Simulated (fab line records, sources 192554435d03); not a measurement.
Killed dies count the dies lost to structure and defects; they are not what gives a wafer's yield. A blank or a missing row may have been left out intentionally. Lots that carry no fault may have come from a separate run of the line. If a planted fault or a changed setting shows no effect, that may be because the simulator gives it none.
Matching of chambers -- flow n5-finfet -- N5_BEOL_M10_ETCH_61 on rie-diel-01 has 4 sister chambers
The step etches SiARC in CF4, target depth 39 nm, time 65 s. 4 wafers are shown with their chamber, then 7 later ones without.

EACH WAFER AND ITS CHAMBER
wafer,chamber,throttle-valve-pct (%)
L088.2,0,15.70
L086.1,1,15.62
L090.3,2,15.81
L090.4,3,15.96

WAFERS MISSING THEIR CHAMBER
wafer,throttle-valve-pct (%)
L090.6,15.60
L093.2,15.95
L093.3,15.63
L093.4,15.72
L094.3,15.63
L094.5,15.85
L094.6,15.73

WHICH CHAMBER EACH ONE RAN IN
wafer,from the rows above,in truth
L090.6,1,1
L093.2,3,3
L093.3,1,1
L093.4,0,0
L094.3,1,1
L094.5,2,2
L094.6,0,0
Correctly placed: 7 of 7. From these rows, 0 cannot be placed. Number placed wrongly: 0.
How it was worked out, from the rows above alone: a wafer's distance from a chamber is the root of the sum, over the readings, of the square of ((its reading less the chamber's mean) divided by the reading's scatter). The wafer belongs to the nearest chamber; if the next one is less than 2 further off, it can't be placed. Each chamber's mean is taken over the wafers shown for it. The scatter: root of mean squared gap, hidden wafer to nearest shown wafer, with one shown wafer a chamber.
